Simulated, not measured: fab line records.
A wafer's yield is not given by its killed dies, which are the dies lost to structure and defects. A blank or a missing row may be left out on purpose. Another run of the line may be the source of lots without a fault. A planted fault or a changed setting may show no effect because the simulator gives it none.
The tool behind it: which one? ; flow n5_finfet ; 10 lots, 30 wafers sampled, at 3 steps of a route of 1938

WHAT EACH GAUGE READ, for each wafer
N5_BEOL_M4_RC_MEAS_101. Usual: DIBL_N 35.9 mV/V, standard deviation 1.3; DIBL_P 36.3 mV/V, standard deviation 1.5; IOFF_N 0.153 nA/um, standard deviation 0.023; IOFF_P 0.208 nA/um, standard deviation 0.028; ION_N 672 uA/um, standard deviation 9.7; ION_P 462 uA/um, standard deviation 6.6; SS_N 71.5 mV/dec, standard deviation 0.53; SS_P 73.3 mV/dec, standard deviation 0.59; VT_N 250.4 mV, standard deviation 2.7; VT_P -250.5 mV, standard deviation 3.
lot;measured;on;DIBL_N (mV/V);DIBL_P (mV/V);IOFF_N (nA/um);IOFF_P (nA/um);ION_N (uA/um);ION_P (uA/um);SS_N (mV/dec);SS_P (mV/dec);VT_N (mV);VT_P (mV);flag
L232;day 9 02:06;prober-02;34.1 33.4 34.4;36.7 36.1 36.6;0.150 0.139 0.148;0.207 0.206 0.195;674 665 664;467 463 455;71.5 71.5 71.6;73.5 73.4 73.8;247.2 248.8 246.3;-250.3 -250.9 -252.2;
L233;day 9 08:19;prober-01;37.3 35.1 38.7;37.6 34.8 39.2;0.186 0.148 0.218;0.275 0.214 0.307;672 670 690;470 469 478;72.6 71.1 73.0;73.6 72.8 73.3;245.2 250.7 246.7;-245.2 -248.0 -243.2;
L239;day 10 11:12;prober-02;35.7 37.4 37.4;35.8 38.7 38.2;0.135 0.173 0.169;0.180 0.224 0.213;675 684 686;460 471 464;71.3 71.7 71.9;73.6 73.5 73.1;253.1 247.8 247.4;-249.9 -248.1 -251.0;
L238;day 10 15:32;prober-02;35.5 36.2 35.2;35.2 35.9 35.0;0.133 0.149 0.128;0.188 0.192 0.180;660 670 664;453 458 452;71.2 71.2 71.2;72.8 73.1 73.4;253.5 252.0 255.7;-253.0 -255.0 -255.7;
L240;day 10 20:38;prober-01;35.1 35.7 35.5;34.6 35.3 34.3;0.125 0.141 0.130;0.201 0.216 0.203;666 670 668;466 462 463;70.8 71.6 71.7;72.6 73.7 73.0;253.6 248.8 253.1;-245.9 -247.0 -245.9;
L247;day 12 15:20;prober-01;34.7 35.2 34.3;36.2 36.0 35.4;0.135 0.140 0.126;0.171 0.176 0.161;677 667 663;456 455 456;71.2 71.5 71.2;72.8 73.7 73.0;253.7 252.1 253.5;-255.0 -255.3 -255.1;
L249;day 13 15:25;prober-01;33.7 33.9 34.0;34.3 34.7 35.1;0.136 0.137 0.144;0.213 0.212 0.223;665 670 686;462 466 476;70.9 70.4 71.5;73.3 72.4 73.6;251.6 250.3 251.4;-247.8 -248.5 -245.7;
L248;day 13 16:50;prober-02;34.6 36.1 35.8;34.6 35.9 36.2;0.142 0.158 0.146;0.180 0.198 0.207;679 679 666;461 460 456;70.4 71.5 71.8;72.8 73.5 73.4;248.7 250.2 252.1;-251.5 -250.3 -248.1;
L251;day 14 01:19;prober-02;37.1 36.4 36.6;38.5 37.5 37.4;0.190 0.170 0.165;0.239 0.215 0.209;690 691 679;472 468 462;71.4 71.4 71.7;74.4 74.6 73.0;247.0 248.6 249.0;-248.6 -250.0 -248.8;
L252;day 14 04:28;prober-02;34.8 35.1 36.2;35.7 36.5 37.1;0.130 0.138 0.155;0.177 0.189 0.208;667 674 671;465 461 459;71.1 71.4 71.0;73.4 72.4 73.0;252.7 252.6 252.4;-253.0 -253.8 -251.6;

N5_BEOL_M10_CD_MEAS_18: pitch 140 nm, target cd 70 nm. Usual: cd_nm at 70.2 nm, with a standard deviation of 0.44.
lot;measured;on;cd_nm (nm);flag
L232;day 11 08:08;cd_sem-01;70.3 70.5 69.9;
L233;day 11 11:50;cd_sem-01;70.2 70.6 70.7;
L239;day 12 11:38;cd_sem-03;70.1 69.8 70.2;
L238;day 12 22:35;cd_sem-01;70.1 69.8 70.1;
L240;day 12 19:28;cd_sem-01;70.6 69.4 70.4;
L247;day 14 23:23;cd_sem-02;69.5 69.5 69.5;
L249;day 16 03:16;cd_sem-02;70.5 69.8 70.6;
L248;day 15 16:47;cd_sem-02;70.5 70.7 70.6;
L251;day 16 03:38;cd_sem-01;70.9 70.2 70.4;
L252;day 16 04:59;cd_sem-03;71.2 70.6 71.0;

EACH LOT AND THE TOOL THAT RAN IT (in order: tool; ch and the chambers of the sampled wafers; start)
lot;N5_BEOL_M10_STRIP_67
L232;rie_diel-06 ch 1,2,3, day 11 07:52
L233;rie_diel-03 ch 0,1,3, day 11 11:37
L239;rie_diel-06 ch 1,2,3, day 12 11:25
L238;rie_diel-03 ch 0,1, day 12 22:20
L240;rie_diel-05 ch 0,1,2, day 12 19:14
L247;rie_diel-03 ch 0,1,3, day 14 23:10
L249;rie_diel-03 ch 0,1,2, day 16 03:02
L248;rie_diel-05 ch 0,1,2, day 15 16:28
L251;rie_diel-05 ch 1,2,3, day 16 03:21
L252;rie_diel-06 ch 0,2,3, day 16 04:45
- N5_BEOL_M10_STRIP_67: strips in CF4.

AS READ BY THE TOOLS THEMSELVES (means over the sampled wafers that have a number; for cases with no such wafer, the mark the record gives instead)
N5_BEOL_M10_STRIP_67. Usual: cf4_flow_sccm 150.0 sccm, standard deviation 0.47; drypump_motor_current_A 5.9 A, standard deviation 0.36; oes_product_au 0.82 a.u., standard deviation 0.085; rf_vpp_V 271.3 V, standard deviation 2; showerhead_plenum_p_Torr 1.80 Torr, standard deviation 0.087; throttle_valve_pct 13.57 %, standard deviation 0.27.
lot;tool;cf4_flow_sccm (sccm);drypump_motor_current_A (A);oes_product_au (a.u.);rf_vpp_V (V);showerhead_plenum_p_Torr (Torr);throttle_valve_pct (%);flag
L232;rie_diel-06;150.1;6.0;0.88;272.3;1.80;13.36;
L233;rie_diel-03;149.9;5.9;0.78;271.3;1.82;13.73;
L239;rie_diel-06;149.9;6.0;0.86;270.6;1.80;13.39;
L238;rie_diel-03;150.0;5.8;0.89;271.3;1.80;13.52;
L240;rie_diel-05;149.9;5.5;0.86;272.2;1.84;13.47;
L247;rie_diel-03;150.4;5.8;0.83;272.0;1.81;13.60;
L249;rie_diel-03;150.0;5.8;0.81;270.2;1.74;13.65;
L248;rie_diel-05;150.1;5.5;0.91;274.2;1.90;13.35;
L251;rie_diel-05;150.2;5.7;0.88;272.7;1.89;13.22;
L252;rie_diel-06;149.9;6.2;0.81;269.4;1.74;13.48;

THE ANSWER, worked out from the rows above alone
Rule: a lot counts as off when the mean over its wafers that have a number is more than 3 standard deviations away from the usual mean. A lot without any number at a reading at which 4 lots or more have one is off too. Any other lot the step has rows for is counted as sound. Order of review: gauges by route order, followed by the tools' own readings, for which a lot's mean as printed above is used. The first step at which some lot is off is used, and at that step the reading that is off furthest; a lot without a number counts as furthest.
Nothing can be told from this: no lot is off at any reading shown.

WHAT THE SIMULATOR HAD PUT IN
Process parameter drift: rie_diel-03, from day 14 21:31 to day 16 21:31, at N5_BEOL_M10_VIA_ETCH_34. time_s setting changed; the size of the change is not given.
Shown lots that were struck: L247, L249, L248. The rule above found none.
